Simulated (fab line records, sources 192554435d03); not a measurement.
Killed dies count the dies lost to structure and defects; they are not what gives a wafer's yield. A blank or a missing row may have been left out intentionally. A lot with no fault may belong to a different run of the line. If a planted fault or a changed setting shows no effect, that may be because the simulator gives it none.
Lot-split experiment | flow n5 finfet | 21 wafers read from 7 lots, route of 1938 steps

== ABOUT THE SPLIT ==
At N5_MOL_CONTACT_COAG_ALD_123 (deposits SiNx, target thk 5 nm, pulse time 1 s, purge time 2 s), the setting ald cycles was moved away from the recipe's 100 on 8 of the 21 wafers read, by -7.0% to +16.0%. All remaining wafers had this setting at the recipe value.

== FROM THE SPLIT TO THE READING: what the file shows between them, 6 steps ==
- N5_MOL_CONTACT_COAG_ETCHBACK_135: etches SiO2 in CHF3, target depth 25 nm, time 16.7 s (also split here: time s)
- N5_MOL_CONTACT_COAG_VIA_ETCH_46: etches SiO2 in C4F6/O2, target depth 46 nm, overetch 9.2 nm, time 40 s (also split here: bias w)
- N5_MOL_CONTACT_COAG_STRIP_96: strips in N2/H2
- N5_MOL_CONTACT_COAG_ETCH_47: etches SiNx in CH3F/O2, stops on W, target depth 27 nm
- N5_MOL_CONTACT_COAG_STRIP_120: strips in CHF3
- N5_MOL_CONTACT_COAG_VIA_ETCH_117: etches SiO2 in C4F6/O2, target depth 40 nm, overetch 8 nm, time 26 s

== THE READING ==
etch.depth nm (the simulator's own value, which no gauge read), in nm, at N5_MOL_CONTACT_COAG_ETCH_124 (etches SiNx in CH3F/O2, stops on SiOC, target depth 6.5 nm). The file does not state a usual value for it. The 13 wafers here that ran the recipe average 4.988 nm, standard deviation 0.034 nm.

wafer  | tool, chamber at the split | ald cycles as run | against the recipe | etch.depth nm, nm | against lot-mates on the recipe
L074.3 | ald sin-03, 3,1            | 115               | +15.0%             | 5.735             | +0.798
L074.5 | ald sin-03, 2              | 100               | recipe             | 4.937             | -
L074.6 | ald sin-03, 3,1            | 115               | +15.0%             | 5.781             | +0.844
L078.2 | ald sin-02, 3,0,3          | 100               | recipe             | 4.954             | -
L078.5 | ald sin-02, 3,0,3          | 100               | recipe             | 4.946             | -
L078.6 | ald sin-02, 3,0,3          | 100               | recipe             | 4.96              | -
L079.1 | ald sin-03, 2              | 100               | recipe             | 5.01              | -
L079.2 | ald sin-03, 3,0            | 116               | +16.0%             | 5.804             | +0.794
L079.3 | ald sin-03, 3,0            | 116               | +16.0%             | 5.797             | +0.787
L085.1 | ald sin-04, 2,1            | 93                | -7.0%              | 4.656             | -0.317
L085.3 | ald sin-04, 2,1            | 93                | -7.0%              | 4.66              | -0.313
L085.6 | ald sin-04, 1              | 100               | recipe             | 4.973             | -
L094.4 | ald sin-02, 3,1,2          | 100               | recipe             | 4.966             | -
L094.5 | ald sin-02, 3,1,2          | 100               | recipe             | 5.017             | -
L094.6 | ald sin-02, 3,1,2          | 100               | recipe             | 4.983             | -
L096.2 | ald sin-03, 3,2,1          | 100               | recipe             | 5.028             | -
L096.3 | ald sin-03, 3,2,1          | 100               | recipe             | 5.006             | -
L096.6 | ald sin-03, 3,2,1          | 100               | recipe             | 5.053             | -
L097.2 | ald sin-03, 3              | 109               | +9.0%              | 5.442             | +0.435
L097.3 | ald sin-03, 1              | 109               | +9.0%              | 5.501             | +0.494
L097.4 | ald sin-03, 0              | 100               | recipe             | 5.007             | -
Where a row lists several chambers, the file gives one row for several wafers and doesn't say which wafer went through which chamber.

THE FIT
A straight line over all 21 wafers: etch.depth nm changes by +0.0508 nm for each +1% of ald cycles; r = +1.00; the points scatter about the line by 0.032 nm.
The same after taking each lot's own level away (the mean of its wafers on the recipe; 21 wafers): +0.0509 nm for each +1%; r = +1.00; scatter 0.028 nm.
According to that fit, moving ald cycles by its largest amount changes the reading by 0.81 nm.
The span of the lots' own levels, 4.9370 to 5.0290 nm, comes to 2.7 times the standard deviation stated above.
So the lot-to-lot level changes the slope little: the two slopes agree.
Check: for one of the wafers moved furthest among these (+16.0%), held out of the fit, the line's prediction against its lot-mates is +0.829 nm. It came out at +0.794 nm against them.

== OTHER SPLITS ON THESE WAFERS ==
Other splits were also applied to these wafers ahead of the reading. Each is held against what the fit with the lots' levels taken away leaves over:
other split on the same wafers          | wafers away from the commonest value | r with etch.depth nm (lot level and that fit taken away)
N5_MOL_CONTACT_COAG_COAT_02 spin rpm    | 4                                    | +0.09
N5_MOL_CONTACT_COAG_ALD_27 ald cycles   | 7                                    | +0.07
N5_MOL_CONTACT_COAG_ETCHBACK_135 time s | 8                                    | -0.15
N5_MOL_CONTACT_COAG_VIA_ETCH_46 bias w  | 9                                    | +0.06

== THE WHOLE CHAIN: every reading that the file lists as answering this split, in the file's order ==
step                         | what it does                                                   | reading                                                                                  | change (the file's fit)                | r (the file's)
N5_MOL_CONTACT_COAG_ALD_123  | deposits SiNx, target thk 5 nm, pulse time 1 s, purge time 2 s | SiNx_of_MOL_CONTACT_COAG_ALD_123.thk nm (the simulator's own value, which no gauge read) | +0.0525 nm for each +1% of the setting | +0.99
N5_MOL_CONTACT_COAG_ETCH_124 | etches SiNx in CH3F/O2, stops on SiOC, target depth 6.5 nm     | etch.depth nm (the simulator's own value, which no gauge read)                           | +0.0513 nm for each +1% of the setting | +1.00

== FILE'S OWN FIT ==
etch.depth nm changes by +0.0513 nm for each +1% of ald cycles, r = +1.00.
